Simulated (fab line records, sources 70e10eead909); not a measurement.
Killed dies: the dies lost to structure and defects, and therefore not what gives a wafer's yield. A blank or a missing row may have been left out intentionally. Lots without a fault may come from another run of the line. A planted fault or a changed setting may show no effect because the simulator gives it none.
Chamber matching + flow nandHarc + NHARC_A_STAIRCASE_DESCUM_186 on rieDiel-13: 4 sister chambers
The step chemistry O2, time 3 s. 18 wafers are shown with their chamber, then 9 later ones without.

== WAFERS PAIRED WITH THEIR CHAMBERS ==
| wafer  | chamber | showerheadPlenumPTorr (Torr) | drypumpMotorCurrentA (A) | oesProductAu (a.u.) |
|--------|---------|------------------------------|--------------------------|---------------------|
| L077.2 | 0       | 1.90                         | 5.1                      | 0.993               |
| L077.3 | 2       | 2.07                         | 6.0                      | 1.015               |
| L077.6 | 0       | 1.90                         | 5.0                      | 0.986               |
| L080.3 | 2       | 2.07                         | 6.0                      | 1.013               |
| L080.5 | 2       | 2.07                         | 6.0                      | 1.006               |
| L080.6 | 1       | 1.79                         | 6.6                      | 1.005               |
| L081.1 | 1       | 1.79                         | 6.6                      | 1.004               |
| L081.3 | 0       | 1.90                         | 5.1                      | 0.993               |
| L081.4 | 3       | 1.93                         | 5.9                      | 0.985               |
| L083.1 | 0       | 1.89                         | 5.0                      | 0.985               |
| L083.5 | 3       | 1.93                         | 5.8                      | 0.986               |
| L083.6 | 0       | 1.90                         | 5.1                      | 1.002               |
| L086.1 | 2       | 2.06                         | 6.0                      | 1.003               |
| L086.4 | 1       | 1.79                         | 6.7                      | 0.991               |
| L086.5 | 0       | 1.89                         | 5.1                      | 0.985               |
| L087.1 | 0       | 1.89                         | 5.1                      | 0.992               |
| L087.2 | 1       | 1.79                         | 6.7                      | 0.990               |
| L087.3 | 3       | 1.93                         | 5.8                      | 0.997               |

SIGNATURES (means of the wafers above)
| reading               | chamber 0 | chamber 1 | chamber 2 | chamber 3 | scatter within a chamber |
|-----------------------|-----------|-----------|-----------|-----------|--------------------------|
| showerheadPlenumPTorr | 1.8957    | 1.7900    | 2.0675    | 1.9300    | 0.0042                   |
| drypumpMotorCurrentA  | 5.071     | 6.650     | 6.000     | 5.833     | 0.047                    |
| oesProductAu          | 0.99086   | 0.99750   | 1.00925   | 0.98933   | 0.0066                   |
Rule: a wafer lies at a distance from a chamber equal to the root of the sum of squares, over the readings, of (its reading less the chamber's mean, divided by the reading's scatter). If the next closest chamber is less than 2 further off than the closest, the wafer can't be placed; otherwise it belongs to the closest. The scatter: take each reading less its chamber's mean, square it, sum over the shown wafers, divide by the number of wafers less the number of chambers, and take the root.

== WAFERS WHOSE CHAMBER IS MISSING ==
| wafer  | showerheadPlenumPTorr (Torr) | drypumpMotorCurrentA (A) | oesProductAu (a.u.) |
|--------|------------------------------|--------------------------|---------------------|
| L092.1 | 1.93                         | 5.8                      | 0.994               |
| L092.2 | 1.89                         | 5.1                      | 0.969               |
| L092.5 | 1.89                         | 5.1                      | 0.986               |
| L095.1 | 1.78                         | 6.6                      | 1.014               |
| L095.3 | 1.93                         | 5.8                      | 0.990               |
| L095.4 | 2.06                         | 6.0                      | 1.019               |
| L096.1 | 1.89                         | 5.1                      | 0.993               |
| L096.4 | 2.06                         | 6.0                      | 0.997               |
| L096.6 | 1.89                         | 5.1                      | 0.997               |

== WHICH CHAMBER EACH ONE RAN IN ==
| wafer  | from the rows above | in truth |
|--------|---------------------|----------|
| L092.1 | 3                   | 3        |
| L092.2 | 0                   | 0        |
| L092.5 | 0                   | 0        |
| L095.1 | 1                   | 1        |
| L095.3 | 3                   | 3        |
| L095.4 | 2                   | 2        |
| L096.1 | 0                   | 0        |
| L096.4 | 2                   | 2        |
| L096.6 | 0                   | 0        |
Correctly placed: 9 of 9. From these rows, 0 cannot be placed. 0 placed wrongly.
